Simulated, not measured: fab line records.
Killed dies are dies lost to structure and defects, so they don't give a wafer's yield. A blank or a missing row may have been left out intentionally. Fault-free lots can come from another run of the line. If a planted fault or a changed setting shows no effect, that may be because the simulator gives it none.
One fault through the eyes of 2 desks :: flow nandHarc :: every desk sees just its own numbers, and what lay behind them comes last

## FROM THE METROLOGY DESK
Lot by lot, what the gauges showed, no matter which tool ran the lot: averages of those sampled wafers that carry a number. If a lot's mean is further than 4 standard deviations from the usual mean, the lot is out of limits and carries the mark OUT (the distance appears in the brackets).
Columns: A = thkNm at NHARC_P_M0_THK_MEAS_24, usual 117.2 nm
lot: L162
first seen here: day 5 17:31
A: 116.8

lot: L163
first seen here: day 6 07:14
A: 116.2

lot: L164
first seen here: day 6 07:43
A: 118.1

lot: L165
first seen here: day 6 08:41
A: 115.7

lot: L166
first seen here: day 6 18:53
A: 116.3

lot: L167
first seen here: day 6 19:33
A: 117.1

lot: L168
first seen here: day 7 13:02
A: 115.3

lot: L169
first seen here: day 7 13:34
A: 116.3

lot: L171
first seen here: day 8 16:00
A: 117.7

lot: L175
first seen here: day 9 12:29
A: 119.7

lot: L179
first seen here: day 10 04:16
A: 117.4

lot: L181
first seen here: day 10 06:55
A: 117.4

lot: L185
first seen here: day 11 10:13
A: 117.1
This desk's verdict: no lot among the 13 shows anything out of limits.

## TOOL OWNER'S DESK, rieDiel-12
The tool's own readings at NHARC_P_M1_ETCH_28 (etches the open film in CF4/N2, target depth 30 nm, time 72.99 s): means of the sampled wafers that have a number, for each lot that ran on this tool. If a lot's mean is further than 4 standard deviations from the usual mean, the lot is out of limits and carries the mark OUT (the distance appears in the brackets).
Columns: A = cf4FlowSccm at NHARC_P_M1_ETCH_28, usual 50.01 sccm; B = drypumpMotorCurrentA at NHARC_P_M1_ETCH_28, usual 5.7 A; C = oesProductAu at NHARC_P_M1_ETCH_28, usual 1.003 a.u.; D = rfVppV at NHARC_P_M1_ETCH_28, usual 315.2 V; E = showerheadPlenumPTorr at NHARC_P_M1_ETCH_28, usual 2.68 Torr; F = throttleValvePct at NHARC_P_M1_ETCH_28, usual 19.795 %
lot: L162
first seen here: day 5 19:51
A: 50.00
B: 6.1
C: 1.007
D: 316.7
E: 2.75
F: 19.796

lot: L163
first seen here: day 6 09:47
A: 49.90
B: 5.7
C: 0.996
D: 316.1
E: 2.73
F: 19.801

lot: L164
first seen here: day 6 10:28
A: 49.97
B: 5.7
C: 0.999
D: 316.9
E: 2.74
F: 19.789

lot: L168
first seen here: day 7 15:14
A: 50.05
B: 5.7
C: 0.999
D: 315.4
E: 2.69
F: 19.799

lot: L169
first seen here: day 7 16:15
A: 50.12
B: 5.6
C: 0.996
D: 314.8
E: 2.65
F: 19.795

lot: L171
first seen here: day 8 18:22
A: 50.08
B: 5.8
C: 0.909 (-6.7) OUT
D: 314.8
E: 2.66
F: 19.797
Finding of this desk: L171 out of limits; the first was L171 at day 8 18:22, on oesProductAu at NHARC_P_M1_ETCH_28. Within limits: L162, L163, L164, L168, L169.

## ALL TOGETHER
On L171, at day 8 18:22, an alarm was possible from the tool owner's desk.
Nothing out of limits was seen by the metrology desk.
The metrology desk holds a record of L171, inside its limits.
The lots listed all ran NHARC_P_M1_ETCH_28 on rieDiel-12.

## WHAT THE SIMULATOR HAD PUT IN
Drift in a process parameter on rieDiel-12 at NHARC_P_M1_ETCH_28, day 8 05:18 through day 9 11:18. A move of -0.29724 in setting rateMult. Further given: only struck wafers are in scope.
Shown lots that were struck: L171.
Delay in hours, fault start to first out-of-limits reading, by desk: the tool owner's desk at 13.
